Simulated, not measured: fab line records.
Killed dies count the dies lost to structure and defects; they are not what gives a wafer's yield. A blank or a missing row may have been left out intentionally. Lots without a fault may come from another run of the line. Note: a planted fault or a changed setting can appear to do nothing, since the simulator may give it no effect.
Code-filled problem report in 8D (eight disciplines) form :: flow n5 finfet :: the parts of the form that need people (team, actions taken, sign-off) are left out

1. PROBLEM STATEMENT
A mean of 46.7 s is read at N5_SDB_ETCH_17 for etch rf on time s, taken on 1 wafer of 1 lot, against 38.8 s (standard deviation 1.2) on wafers free of any fault. Relative to the usual mean, that is a shift of +6.6 standard deviations.
The step: etches SiARC in CF4, target depth 23.4 nm, time 39 s.
First seen on wafer L801.4, day 7 16:45, on rie diel-05. The record has a number at this step for 28 wafers belonging to 10 lots. By rule, "out" or "out of limits" means more than 4 standard deviations away from the usual mean. Any other wafer with a number is counted as sound.

2. WHAT IT IS, AND WHAT IT ISN'T
question: which readings at this step
is: etch rf on time s
is not: drypump motor current A, oes product au, rf vpp V, showerhead plenum p Torr, throttle valve pct

question: which lots
is: L801
is not: L786, L791, L792, L793, L795, L796, L797, L800, L807

question: which wafers of those lots
is: all that have a number
is not: -

question: read on which tools
is: rie diel-05
is not: rie diel-01, rie diel-03

question: when
is: from day 7 16:45
is not: up to then (24 sound wafers); but 3 sound wafers of L807 came after

3. WHAT RULES OUT EACH SUSPECT
Counting: a tool stays on the suspect list if, at a process step up to the reading, it processed all lots that are out and no sound lot following the first of them.
- ald sin-01 at N5_ILD0_ALD_15 (deposits SiNx, target thk 24 nm, pulse time 1 s, ald cycles 480): kept. It ran the lot that is out, L801 (day 7 13:35), and no sound lot after that; its last sound lot up to then is L791 (day 4 21:56).
- rie diel-05 at N5_SDB_DESCUM_16 (chemistry O2, time 7.9 s): kept. It ran the lot that is out, L801 (day 7 16:42), and no sound lot after that; its last sound lot up to then is L797 (day 6 14:49).
- rie diel-05 at N5_SDB_ETCH_17 (etches SiARC in CF4, target depth 23.4 nm, time 39 s): kept. It ran the lot that is out, L801 (day 7 16:45), and no sound lot after that; its last sound lot up to then is L797 (day 6 14:52). Out on those wafers are its own readings of etch rf on time s.
Still standing after the count: ald sin-01 at N5_ILD0_ALD_15, rie diel-05 at N5_SDB_DESCUM_16, rie diel-05 at N5_SDB_ETCH_17.

4. THE CAUSE (what the simulator had put in)
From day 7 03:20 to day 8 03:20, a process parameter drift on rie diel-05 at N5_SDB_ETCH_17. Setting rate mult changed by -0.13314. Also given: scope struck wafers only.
3 suspects survive the count, and this tool is in that group.

5. THE EFFECT CHAIN, in route order
Rows list readings where the struck wafers' mean (over those with a number) sits beyond 3 standard deviations from the usual. Readings are gone through only where the record gives a usual standard deviation; hours: the median, over the lots, of the time from a lot's start at the first step in this table giving one to that lot's start at this step; sigmas: the change measured in usual standard deviations.
hours: 0
step: N5_SDB_ETCH_17
reading: etch rf on time s
usual: 38.8 s
on struck wafers: 46.7
change: +7.9
sigmas: +6.6
Process steps it contains:
- N5_SDB_ETCH_17: etches SiARC in CF4, target depth 23.4 nm, time 39 s.
Later measuring or inspecting steps at which every struck wafer that the step has a row for has a number for every such reading, and none has moved that far: N5_BEOL_M4_RC_MEAS_101.

6. HOW IT WOULD HAVE BEEN CAUGHT EARLIER
First out-of-limits reading in this record: day 7 16:45, which is 13 hours after fault onset at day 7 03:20.
